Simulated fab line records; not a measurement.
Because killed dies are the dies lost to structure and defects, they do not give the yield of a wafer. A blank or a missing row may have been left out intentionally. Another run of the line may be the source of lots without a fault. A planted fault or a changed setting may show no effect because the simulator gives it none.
Code-filled problem report in 8D (eight disciplines) form :: flow n5Finfet :: the parts of the form that need people (team, actions taken, sign-off) are left out

## 1. THE ISSUE
At N5_FIN_SAQP_THK_MEAS_05, thkNm averages 46.0 nm over 6 wafers from 2 lots, while fault-free wafers read 38.1 nm, standard deviation 0.51. That puts it +16 standard deviations away from the usual mean.
Seen first at day 4 18:53 on filmMetro-01, wafer L767.1. At this step, 28 wafers from 10 lots have a number in the record. The rule behind "out" and "out of limits": a value lying over 4 standard deviations away from the usual mean. The rest of the wafers with a number are treated as sound.

## 2. WHAT IT IS AND WHAT IT IS NOT
question: which readings at this step
is: thkNm
is not: -

question: which lots
is: L767, L770
is not: L757, L760, L764, L765, L766, L777, L778, L779

question: which wafers of those lots
is: all that have a number
is not: -

question: read on which gauges
is: filmMetro-01
is not: filmMetro-02

question: when
is: from day 4 18:53
is not: up to then (14 sound wafers); but 8 sound wafers of L777, L778, L779 came after

## 3. WHAT RULES OUT EACH SUSPECT
Counting: a tool at a process step up to the reading stays a suspect if it ran every lot that is out and no sound lot after the first of them.
- ruled out: the gauge at N5_FIN_SAQP_THK_MEAS_05. All the wafers that are out were read on filmMetro-01, but those of them that N5_FIN_SAQP_HM_OPEN_33 has rows for are out there too, on other tools.
- rieDiel-04 at N5_PMOS_HMC_CHANNEL_EPI_HM_OPEN_15 (chemistry CHF3/O2, target SiO2, target depth 40.6 nm, time 20.3 s): kept. It processed each lot that is out, first L767 at day 4 12:51, and no sound lot thereafter; up to then, the last sound lot it processed was L766 at day 4 06:51.
- pecvd-03 at N5_FIN_SAQP_HM_DEP_03 (deposits SiNx from SiH4/NH3/N2, target thk 38 nm, time 33.6 s): kept. It processed each lot that is out, first L767 at day 4 18:48, and no sound lot thereafter; up to then, the last sound lot it processed was L766 at day 4 10:52.
Remaining after the count are rieDiel-04 at N5_PMOS_HMC_CHANNEL_EPI_HM_OPEN_15 and pecvd-03 at N5_FIN_SAQP_HM_DEP_03.

## 4. THE CAUSE (what the simulator had put in)
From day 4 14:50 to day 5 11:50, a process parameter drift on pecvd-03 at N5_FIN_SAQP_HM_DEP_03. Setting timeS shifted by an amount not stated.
2 suspects survive the count, and this tool is in that group.

## 5. THE EFFECT CHAIN, in route order
One row per reading whose mean, taken over the struck wafers that have a number, lies over 3 standard deviations from the usual. Readings are gone through only where the record gives a usual standard deviation; hours: the median, over the lots, of the time from a lot's start at the first step in this table giving one to that lot's start at this step; sigmas: the change measured in usual standard deviations.
hours: 0
step: N5_FIN_SAQP_THK_MEAS_05
reading: thkNm
usual: 38.1 nm
on struck wafers: 46.0
change: +7.9
sigmas: +16

hours: 5
step: N5_FIN_SAQP_HM_OPEN_33
reading: etchRfOnTimeS
usual: 70.2 s
on struck wafers: 85.3
change: +15.1
sigmas: +8.0
Its process steps:
- N5_FIN_SAQP_HM_OPEN_33: chemistry CH3F/O2, target SiNx, target depth 49.4 nm, time 70.6 s.

## 6. HOW IT WOULD HAVE BEEN CAUGHT EARLIER
The first out-of-limits reading at a measuring or inspecting step in this record came at day 4 18:53, 4 hours after the fault's start at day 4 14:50.
Tool readings at N5_FIN_SAQP_HM_DEP_03 with a usual standard deviation given in the record: none out on any struck wafer, hence no alarm at a limit of 4 standard deviations on them.
Lots out: 2; of these, L770 started N5_FIN_SAQP_HM_DEP_03 on pecvd-03 after day 4 18:53. A hold on the tool at that time would have spared it.
